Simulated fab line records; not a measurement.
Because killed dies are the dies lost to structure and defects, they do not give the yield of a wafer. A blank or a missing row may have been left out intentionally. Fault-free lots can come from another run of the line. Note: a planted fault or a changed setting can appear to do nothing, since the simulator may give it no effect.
Split-lot experiment || flow n5-finfet || 21 wafers read across 7 lots, on a route 1938 steps long

## SPLIT DETAILS
At N5_BEOL_M13_EXPOSE_25 (exposes mask M13, target cd 210 nm), the setting dose-mj was moved away from the recipe's 22 on 10 of the 21 wafers read, by -2.6% to +5.0%. For the rest of the wafers, this setting stayed at what the recipe calls for.

## FROM THE SPLIT TO THE READING: what the file shows between them, 2 steps
- N5_BEOL_M13_DEVELOP_27: develop time 45 s (also split here: develop-time-s)
- N5_BEOL_M13_HARDBAKE_32: time 120 s

## THE READING
cd-nm at N5_BEOL_M13_CD_MEAS_28, given in nm (cd target 209.5 nm). Fault-free wafers of this fab line usually give 209.3 nm, standard deviation 1.3 nm.

{"wafer": "L074.2", "tool, chamber at the split": "krf-scanner-01, 0", "dose-mj as run": 22, "against the recipe": "recipe", "cd-nm, nm": 208.0, "against lot-mates on the recipe": "-"}
{"wafer": "L074.5", "tool, chamber at the split": "krf-scanner-01, 0", "dose-mj as run": 22.67, "against the recipe": "+3.0%", "cd-nm, nm": 210.9, "against lot-mates on the recipe": "+3.2"}
{"wafer": "L074.6", "tool, chamber at the split": "krf-scanner-01, 0", "dose-mj as run": 22, "against the recipe": "recipe", "cd-nm, nm": 207.5, "against lot-mates on the recipe": "-"}
{"wafer": "L077.1", "tool, chamber at the split": "krf-scanner-02, 0", "dose-mj as run": 22.6, "against the recipe": "+2.7%", "cd-nm, nm": 209.9, "against lot-mates on the recipe": "+1.1"}
{"wafer": "L077.4", "tool, chamber at the split": "krf-scanner-02, 0", "dose-mj as run": 22, "against the recipe": "recipe", "cd-nm, nm": 209.2, "against lot-mates on the recipe": "-"}
{"wafer": "L077.5", "tool, chamber at the split": "krf-scanner-02, 0", "dose-mj as run": 22, "against the recipe": "recipe", "cd-nm, nm": 208.4, "against lot-mates on the recipe": "-"}
{"wafer": "L080.2", "tool, chamber at the split": "krf-scanner-01, 0", "dose-mj as run": 23.1, "against the recipe": "+5.0%", "cd-nm, nm": 214.9, "against lot-mates on the recipe": "+5.6"}
{"wafer": "L080.5", "tool, chamber at the split": "krf-scanner-01, 0", "dose-mj as run": 23.1, "against the recipe": "+5.0%", "cd-nm, nm": 215.3, "against lot-mates on the recipe": "+6.0"}
{"wafer": "L080.6", "tool, chamber at the split": "krf-scanner-01, 0", "dose-mj as run": 22, "against the recipe": "recipe", "cd-nm, nm": 209.3, "against lot-mates on the recipe": "-"}
{"wafer": "L085.1", "tool, chamber at the split": "krf-scanner-01, 0", "dose-mj as run": 22, "against the recipe": "recipe", "cd-nm, nm": 209.5, "against lot-mates on the recipe": "-"}
{"wafer": "L085.4", "tool, chamber at the split": "krf-scanner-01, 0", "dose-mj as run": 21.42, "against the recipe": "-2.6%", "cd-nm, nm": 206.5, "against lot-mates on the recipe": -3.0}
{"wafer": "L085.5", "tool, chamber at the split": "krf-scanner-01, 0", "dose-mj as run": 21.42, "against the recipe": "-2.6%", "cd-nm, nm": 209.1, "against lot-mates on the recipe": -0.4}
{"wafer": "L087.2", "tool, chamber at the split": "krf-scanner-02, 0", "dose-mj as run": 23.07, "against the recipe": "+4.9%", "cd-nm, nm": 212.9, "against lot-mates on the recipe": "+4.3"}
{"wafer": "L087.3", "tool, chamber at the split": "krf-scanner-02, 0", "dose-mj as run": 22, "against the recipe": "recipe", "cd-nm, nm": 208.6, "against lot-mates on the recipe": "-"}
{"wafer": "L087.6", "tool, chamber at the split": "krf-scanner-02, 0", "dose-mj as run": 23.07, "against the recipe": "+4.9%", "cd-nm, nm": 214.4, "against lot-mates on the recipe": "+5.8"}
{"wafer": "L091.1", "tool, chamber at the split": "krf-scanner-02, 0", "dose-mj as run": 22.62, "against the recipe": "+2.8%", "cd-nm, nm": 213.0, "against lot-mates on the recipe": "+2.4"}
{"wafer": "L091.3", "tool, chamber at the split": "krf-scanner-02, 0", "dose-mj as run": 22.62, "against the recipe": "+2.8%", "cd-nm, nm": 213.3, "against lot-mates on the recipe": "+2.7"}
{"wafer": "L091.6", "tool, chamber at the split": "krf-scanner-02, 0", "dose-mj as run": 22, "against the recipe": "recipe", "cd-nm, nm": 210.6, "against lot-mates on the recipe": "-"}
{"wafer": "L095.1", "tool, chamber at the split": "krf-scanner-02, 0", "dose-mj as run": 22, "against the recipe": "recipe", "cd-nm, nm": 210.2, "against lot-mates on the recipe": "-"}
{"wafer": "L095.4", "tool, chamber at the split": "krf-scanner-02, 0", "dose-mj as run": 22, "against the recipe": "recipe", "cd-nm, nm": 208.7, "against lot-mates on the recipe": "-"}
{"wafer": "L095.5", "tool, chamber at the split": "krf-scanner-02, 0", "dose-mj as run": 22, "against the recipe": "recipe", "cd-nm, nm": 210.4, "against lot-mates on the recipe": "-"}

FIT RESULTS
A straight line over all 21 wafers: cd-nm changes by +0.94 nm for each +1% of dose-mj; r = +0.88; the points scatter about the line by 1.2 nm.
The same after taking each lot's own level away (the mean of its wafers on the recipe; 21 wafers): +0.974 nm for each +1%; r = +0.95; scatter 0.81 nm.
Per that fit: largest dose-mj move, reading shift of 4.9 nm.
The span of the lots' own levels, 207.75 to 210.60 nm, comes to 2.2 times the standard deviation stated above.
Consequently the slope shifts little with the lot-to-lot level, the two slopes agreeing.
Check: with one of the wafers moved furthest among these (+5.0%) left out of the fit, the line predicts +4.86 nm for it against its lot-mates. Against them it came out at +5.6 nm.

## ADDITIONAL SPLITS CARRIED BY THESE WAFERS
These wafers also went through other splits before the reading. Each is held against what the fit with the lots' levels taken away leaves over:
{"other split on the same wafers": "N5_BEOL_M11_VIA_ETCH_34 time-s", "wafers away from the commonest value": 6, "r with cd-nm (lot level and that fit taken away)": "+0.25"}
{"other split on the same wafers": "N5_BEOL_M11_TRENCH_ETCH_37 bias-w", "wafers away from the commonest value": 8, "r with cd-nm (lot level and that fit taken away)": "+0.12"}
{"other split on the same wafers": "N5_BEOL_M13_DEVELOP_27 develop-time-s", "wafers away from the commonest value": 9, "r with cd-nm (lot level and that fit taken away)": -0.09}

## THE WHOLE CHAIN: every reading that the file lists as answering this split, in the file's order
{"step": "N5_BEOL_M13_CD_MEAS_28", "what it does": "target cd 209.5 nm", "reading": "cd-nm", "change (the file's fit)": "+0.972 nm for each +1% of the setting", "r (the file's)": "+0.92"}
{"step": "N5_BEOL_M13_DESCUM_33", "what it does": "chemistry O2, time 7.9 s", "reading": "BEOL_M13.cd-nm (the simulator's own value, which no gauge read)", "change (the file's fit)": "+0.972 nm for each +1% of the setting", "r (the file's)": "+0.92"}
{"step": "N5_BEOL_M13_ETCH_67", "what it does": "etches SiARC in CF4, target depth 143 nm, time 238.3 s", "reading": "BEOL_M13.cd-nm (the simulator's own value, which no gauge read)", "change (the file's fit)": "+0.907 nm for each +1% of the setting", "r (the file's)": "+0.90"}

## THE FILE'S OWN FIT
cd-nm changes by +0.972 nm for each +1% of dose-mj, r = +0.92.
